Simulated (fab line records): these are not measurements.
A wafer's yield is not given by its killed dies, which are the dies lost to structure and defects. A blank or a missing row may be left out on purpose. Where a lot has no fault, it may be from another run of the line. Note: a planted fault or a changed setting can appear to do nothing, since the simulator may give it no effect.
Split-lot study | flow n5_finfet | route with 1938 steps; 7 lots, 39 wafers read

## THE SPLIT
At N5_BEOL_M1_VIA_ETCH_34 (etches the open film in C4F6/O2, target depth 67.8 nm, time 64.4 s), the setting time_s was moved away from the recipe's 64.4 s on 18 of the 39 wafers read, by -37.4% to +32.0%. All remaining wafers had this setting at the recipe value.

The split's own step is where the reading is taken.

## THE READING
SOC_of_BEOL_M1_COAT_67.thk_nm (the simulator's own value, which no gauge read), in nm, at N5_BEOL_M1_VIA_ETCH_34 (etches the open film in C4F6/O2, target depth 67.8 nm, time 64.4 s). The file does not state a usual value for it. Here, 21 wafers ran the recipe; their average is 52.3 nm with a standard deviation of 0.18 nm.

wafer  | tool, chamber at the split | time_s as run, s | against the recipe | SOC_of_BEOL_M1_COAT_67.thk_nm, nm | against lot-mates on the recipe
L076.1 | rie_diel-03, 2             | 64.4             | recipe             | 52.4                              | -
L076.2 | rie_diel-03, 3             | 84.98            | +32.0%             | 49.8                              | -2.5
L076.3 | rie_diel-03, 0             | 84.98            | +32.0%             | 49.6                              | -2.7
L076.4 | rie_diel-03, 1             | 64.4             | recipe             | 52.4                              | -
L076.5 | rie_diel-03, 0             | 64.4             | recipe             | 52                                | -
L076.6 | rie_diel-03, 1             | 84.98            | +32.0%             | 49.6                              | -2.7
L081.1 | rie_diel-02, 3             | 43.59            | -32.3%             | 54.6                              | +2.5
L081.2 | rie_diel-02, 1             | 64.4             | recipe             | 52                                | -
L081.3 | rie_diel-02, 0             | 64.4             | recipe             | 52.2                              | -
L081.4 | rie_diel-02, 3             | 64.4             | recipe             | 52.2                              | -
L081.5 | rie_diel-02, 1             | 43.59            | -32.3%             | 54.4                              | +2.3
L081.6 | rie_diel-02, 0             | 43.59            | -32.3%             | 54.6                              | +2.5
L084.1 | rie_diel-03, 3             | 52.26            | -18.9%             | 53.6                              | +1.3
L084.2 | rie_diel-03, 0             | 64.4             | recipe             | 52.2                              | -
L084.3 | rie_diel-03, 2             | 64.4             | recipe             | 52.4                              | -
L084.4 | rie_diel-03, 3             | 52.26            | -18.9%             | 53.6                              | +1.3
L084.5 | rie_diel-03, 2             | 64.4             | recipe             | 52.4                              | -
L084.6 | rie_diel-03, 0             | 52.26            | -18.9%             | 53.8                              | +1.5
L085.1 | rie_diel-03, 0             | 64.4             | recipe             | 52.2                              | -
L085.2 | rie_diel-03, 3             | 43.82            | -32.0%             | 54.6                              | +2.5
L085.3 | rie_diel-03, 1             | 43.82            | -32.0%             | 54.6                              | +2.5
L085.4 | rie_diel-03, 2             | 64.4             | recipe             | 52.2                              | -
L085.5 | rie_diel-03, 0             | 43.82            | -32.0%             | 54.6                              | +2.5
L085.6 | rie_diel-03, 3             | 64.4             | recipe             | 52                                | -
L087.1 | rie_diel-03, 0             | 64.4             | recipe             | 52.4                              | -
L087.4 | rie_diel-03, 3             | 64.4             | recipe             | 52.2                              | -
L087.5 | rie_diel-03, 1             | 64.4             | recipe             | 52.2                              | -
L089.1 | rie_diel-04, 3             | 81.72            | +26.9%             | 50.6                              | -1.9
L089.2 | rie_diel-04, 1             | 64.4             | recipe             | 52.6                              | -
L089.3 | rie_diel-04, 0             | 64.4             | recipe             | 52.4                              | -
L089.4 | rie_diel-04, 2             | 81.72            | +26.9%             | 50.2                              | -2.3
L089.5 | rie_diel-04, 3             | 81.72            | +26.9%             | 50.4                              | -2.1
L089.6 | rie_diel-04, 0             | 64.4             | recipe             | 52.6                              | -
L094.1 | rie_diel-04, 1             | 40.29            | -37.4%             | 55.2                              | +3.0
L094.2 | rie_diel-04, 0             | 64.4             | recipe             | 52.2                              | -
L094.3 | rie_diel-04, 3             | 40.29            | -37.4%             | 55.4                              | +3.2
L094.4 | rie_diel-04, 2             | 64.4             | recipe             | 52                                | -
L094.5 | rie_diel-04, 1             | 64.4             | recipe             | 52.4                              | -
L094.6 | rie_diel-04, 0             | 40.29            | -37.4%             | 55.2                              | +3.0

FIT RESULTS
A straight line over all 39 wafers: SOC_of_BEOL_M1_COAT_67.thk_nm changes by -0.0755 nm for each +1% of time_s; r = -0.99; the points scatter about the line by 0.18 nm.
The same after taking each lot's own level away (the mean of its wafers on the recipe; 39 wafers): -0.0787 nm for each +1%; r = -1.00; scatter 0.14 nm.
Per that fit: largest time_s move, reading shift of 2.9 nm.
From 52.13 to 52.53 nm: that is the span of the lots' own levels, equal to 2.2 times the standard deviation above.
The two slopes agree, so the slope changes little with the lot-to-lot level.
Check: +2.91 nm against its lot-mates is what the line predicts for one of the wafers moved furthest among these (-37.4%) when that wafer is left out of the fit. It came out at +3 nm against them.

## OTHER SPLITS APPLIED TO THESE WAFERS
Note: prior to the reading, these wafers also went through further splits. Each is held against what the fit with the lots' levels taken away leaves over:
other split on the same wafers             | wafers away from the commonest value | r with SOC_of_BEOL_M1_COAT_67.thk_nm (lot level and that fit taken away)
N5_FIN_SAQP_HM_DEP_72 target_thk_a         | 9                                    | +0.10
N5_HKMG_FIN_ETCH_35 target_depth_a         | 15                                   | +0.21
N5_MOL_CONTACT_COAG_ETCH_67 target_depth_a | 9                                    | +0.06
N5_BEOL_M1_PECVD_72 time_s                 | 18                                   | -0.17

## THE WHOLE CHAIN: every reading that the file lists as answering this split, in the file's order
step                   | what it does                                                       | reading                                                                        | change (the file's fit)                | r (the file's)
N5_BEOL_M1_VIA_ETCH_34 | etches the open film in C4F6/O2, target depth 67.8 nm, time 64.4 s | etch.depth_nm (the simulator's own value, which no gauge read)                 | +0.674 nm for each +1% of the setting  | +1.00
N5_BEOL_M1_VIA_ETCH_34 | etches the open film in C4F6/O2, target depth 67.8 nm, time 64.4 s | SOC_of_BEOL_M1_COAT_67.thk_nm (the simulator's own value, which no gauge read) | -0.0785 nm for each +1% of the setting | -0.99

## FILE'S OWN FIT
SOC_of_BEOL_M1_COAT_67.thk_nm changes by -0.0785 nm for each +1% of time_s, r = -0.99.
